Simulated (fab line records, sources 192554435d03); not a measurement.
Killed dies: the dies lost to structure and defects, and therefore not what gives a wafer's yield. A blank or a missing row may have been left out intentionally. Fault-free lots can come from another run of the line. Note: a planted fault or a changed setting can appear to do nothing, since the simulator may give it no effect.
Matching of chambers || flow n5Finfet || N5_HKMG_FIN_NWFM_ALD_20 on aldMetal-02: 4 sister chambers
The step deposits TiAlC, target thk 2 nm, pulse time 3 s, purge time 2 s. 8 wafers are shown with their chamber, then 7 later ones without.

## EACH WAFER AND ITS CHAMBER
{"wafer": "L076.1", "chamber": 2, "heaterPowerW (W)": 455, "precursorPulseHeightRel": 0.999}
{"wafer": "L083.1", "chamber": 0, "heaterPowerW (W)": 465, "precursorPulseHeightRel": 0.957}
{"wafer": "L087.5", "chamber": 2, "heaterPowerW (W)": 453, "precursorPulseHeightRel": 0.988}
{"wafer": "L087.6", "chamber": 1, "heaterPowerW (W)": 482, "precursorPulseHeightRel": 0.988}
{"wafer": "L088.1", "chamber": 0, "heaterPowerW (W)": 476, "precursorPulseHeightRel": 0.971}
{"wafer": "L088.6", "chamber": 3, "heaterPowerW (W)": 500, "precursorPulseHeightRel": 0.991}
{"wafer": "L090.3", "chamber": 1, "heaterPowerW (W)": 466, "precursorPulseHeightRel": 1.009}
{"wafer": "L090.4", "chamber": 3, "heaterPowerW (W)": 482, "precursorPulseHeightRel": 0.984}

## WAFERS MISSING THEIR CHAMBER
{"wafer": "L090.6", "heaterPowerW (W)": 492, "precursorPulseHeightRel": 0.989}
{"wafer": "L096.1", "heaterPowerW (W)": 445, "precursorPulseHeightRel": 1.018}
{"wafer": "L096.2", "heaterPowerW (W)": 465, "precursorPulseHeightRel": 1.000}
{"wafer": "L096.3", "heaterPowerW (W)": 458, "precursorPulseHeightRel": 1.002}
{"wafer": "L096.4", "heaterPowerW (W)": 494, "precursorPulseHeightRel": 1.006}
{"wafer": "L096.5", "heaterPowerW (W)": 484, "precursorPulseHeightRel": 0.986}
{"wafer": "L096.6", "heaterPowerW (W)": 458, "precursorPulseHeightRel": 1.021}

## WHICH CHAMBER EACH ONE RAN IN
{"wafer": "L090.6", "from the rows above": "can't be placed: 3 or 1", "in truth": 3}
{"wafer": "L096.1", "from the rows above": "can't be placed: 2 or 1", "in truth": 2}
{"wafer": "L096.2", "from the rows above": "can't be placed: 1 or 2", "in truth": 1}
{"wafer": "L096.3", "from the rows above": "can't be placed: 2 or 1", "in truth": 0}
{"wafer": "L096.4", "from the rows above": "can't be placed: 3 or 1", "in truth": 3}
{"wafer": "L096.5", "from the rows above": "can't be placed: 3 or 1 or 0", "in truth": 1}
{"wafer": "L096.6", "from the rows above": "can't be placed: 2 or 1", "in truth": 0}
Correct placement for 0 of the 7. Can't be placed from these rows: 7 (the true chamber is among the candidates in 5). 0 placed wrongly.
How it was worked out, from the rows above alone: a wafer's distance from a chamber is the root of the sum, over the readings, of the square of ((its reading less the chamber's mean) divided by the reading's scatter). The wafer belongs to the nearest chamber; if the next one is less than 2 further off, it can't be placed. For every chamber, the mean is computed from those of its wafers that are shown. How the scatter is found: for the shown wafers, subtract from each reading the mean of its chamber, square and add these, divide the total by (wafers less chambers), then take the root.
